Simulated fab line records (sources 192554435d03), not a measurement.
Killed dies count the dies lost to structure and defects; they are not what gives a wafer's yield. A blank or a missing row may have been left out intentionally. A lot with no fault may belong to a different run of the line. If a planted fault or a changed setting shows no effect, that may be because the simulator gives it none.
Chamber matching :: flow n5Finfet :: 3 sister chambers for N5_BEOL_M6_PECVD_70 on pecvd-02
The step deposits SiO2 from TEOS/O2, target thk 20 nm, time 22.7 s. 20 wafers are shown with their chamber, then 10 later ones without.

## WAFERS WITH THEIR CHAMBER
wafer: L075.1
chamber: 1
throttleValvePct (%): 22.7
heaterPowerW (W): 500
showerheadPlenumPTorr (Torr): 8.76

wafer: L075.4
chamber: 2
throttleValvePct (%): 22.1
heaterPowerW (W): 876
showerheadPlenumPTorr (Torr): 8.77

wafer: L075.6
chamber: 1
throttleValvePct (%): 22.5
heaterPowerW (W): 483
showerheadPlenumPTorr (Torr): 8.75

wafer: L076.1
chamber: 1
throttleValvePct (%): 22.7
heaterPowerW (W): 484
showerheadPlenumPTorr (Torr): 8.77

wafer: L076.3
chamber: 2
throttleValvePct (%): 22.1
heaterPowerW (W): 879
showerheadPlenumPTorr (Torr): 8.79

wafer: L076.5
chamber: 2
throttleValvePct (%): 22.0
heaterPowerW (W): 880
showerheadPlenumPTorr (Torr): 8.78

wafer: L079.1
chamber: 0
throttleValvePct (%): 23.8
heaterPowerW (W): 797
showerheadPlenumPTorr (Torr): 8.79

wafer: L079.4
chamber: 1
throttleValvePct (%): 22.4
heaterPowerW (W): 516
showerheadPlenumPTorr (Torr): 8.76

wafer: L079.6
chamber: 2
throttleValvePct (%): 22.3
heaterPowerW (W): 779
showerheadPlenumPTorr (Torr): 8.78

wafer: L080.1
chamber: 1
throttleValvePct (%): 22.8
heaterPowerW (W): 534
showerheadPlenumPTorr (Torr): 8.75

wafer: L080.4
chamber: 2
throttleValvePct (%): 22.2
heaterPowerW (W): 864
showerheadPlenumPTorr (Torr): 8.80

wafer: L080.5
chamber: 1
throttleValvePct (%): 22.5
heaterPowerW (W): 532
showerheadPlenumPTorr (Torr): 8.79

wafer: L081.1
chamber: 1
throttleValvePct (%): 22.6
heaterPowerW (W): 526
showerheadPlenumPTorr (Torr): 8.76

wafer: L081.4
chamber: 1
throttleValvePct (%): 22.8
heaterPowerW (W): 508
showerheadPlenumPTorr (Torr): 8.76

wafer: L081.5
chamber: 0
throttleValvePct (%): 23.9
heaterPowerW (W): 670
showerheadPlenumPTorr (Torr): 8.74

wafer: L082.1
chamber: 2
throttleValvePct (%): 22.2
heaterPowerW (W): 860
showerheadPlenumPTorr (Torr): 8.77

wafer: L082.2
chamber: 0
throttleValvePct (%): 24.1
heaterPowerW (W): 817
showerheadPlenumPTorr (Torr): 8.76

wafer: L082.5
chamber: 1
throttleValvePct (%): 22.5
heaterPowerW (W): 535
showerheadPlenumPTorr (Torr): 8.75

wafer: L083.3
chamber: 0
throttleValvePct (%): 24.2
heaterPowerW (W): 741
showerheadPlenumPTorr (Torr): 8.74

wafer: L083.4
chamber: 1
throttleValvePct (%): 22.6
heaterPowerW (W): 543
showerheadPlenumPTorr (Torr): 8.76

SIGNATURES (averages over the wafers above)
reading: throttleValvePct
chamber 0: 24.000
chamber 1: 22.610
chamber 2: 22.150
scatter within a chamber: 0.138

reading: heaterPowerW
chamber 0: 756.25
chamber 1: 516.10
chamber 2: 856.33
scatter within a chamber: 38.1

reading: showerheadPlenumPTorr
chamber 0: 8.7575
chamber 1: 8.7610
chamber 2: 8.7817
scatter within a chamber: 0.0146
Rule: a wafer's distance from a chamber is the root of the sum, over the readings, of the square of ((its reading less the chamber's mean) divided by the reading's scatter). If the next closest chamber is less than 2 further off than the closest, the wafer can't be placed; otherwise it belongs to the closest. The scatter is the square root of a quotient: the sum, over the shown wafers, of each reading's squared deviation from its chamber's mean, divided by wafers minus chambers.

## WAFERS WITHOUT THEIR CHAMBER
wafer: L083.6
throttleValvePct (%): 22.2
heaterPowerW (W): 761
showerheadPlenumPTorr (Torr): 8.77

wafer: L085.3
throttleValvePct (%): 22.6
heaterPowerW (W): 503
showerheadPlenumPTorr (Torr): 8.78

wafer: L085.4
throttleValvePct (%): 24.2
heaterPowerW (W): 822
showerheadPlenumPTorr (Torr): 8.75

wafer: L085.5
throttleValvePct (%): 22.1
heaterPowerW (W): 846
showerheadPlenumPTorr (Torr): 8.79

wafer: L087.2
throttleValvePct (%): 24.1
heaterPowerW (W): 794
showerheadPlenumPTorr (Torr): 8.78

wafer: L087.3
throttleValvePct (%): 22.2
heaterPowerW (W): 788
showerheadPlenumPTorr (Torr): 8.78

wafer: L087.5
throttleValvePct (%): 22.2
heaterPowerW (W): 788
showerheadPlenumPTorr (Torr): 8.79

wafer: L095.3
throttleValvePct (%): 22.7
heaterPowerW (W): 549
showerheadPlenumPTorr (Torr): 8.76

wafer: L095.4
throttleValvePct (%): 24.1
heaterPowerW (W): 788
showerheadPlenumPTorr (Torr): 8.74

wafer: L095.6
throttleValvePct (%): 22.8
heaterPowerW (W): 546
showerheadPlenumPTorr (Torr): 8.77

## CHAMBER TAKEN BY EACH
wafer: L083.6
from the rows above: 2
in truth: 2

wafer: L085.3
from the rows above: 1
in truth: 1

wafer: L085.4
from the rows above: 0
in truth: 0

wafer: L085.5
from the rows above: 2
in truth: 2

wafer: L087.2
from the rows above: 0
in truth: 0

wafer: L087.3
from the rows above: 2
in truth: 2

wafer: L087.5
from the rows above: 2
in truth: 2

wafer: L095.3
from the rows above: 1
in truth: 1

wafer: L095.4
from the rows above: 0
in truth: 0

wafer: L095.6
from the rows above: 1
in truth: 1
10 of 10 placed correctly. Number that these rows cannot place: 0. Wrongly placed: 0.
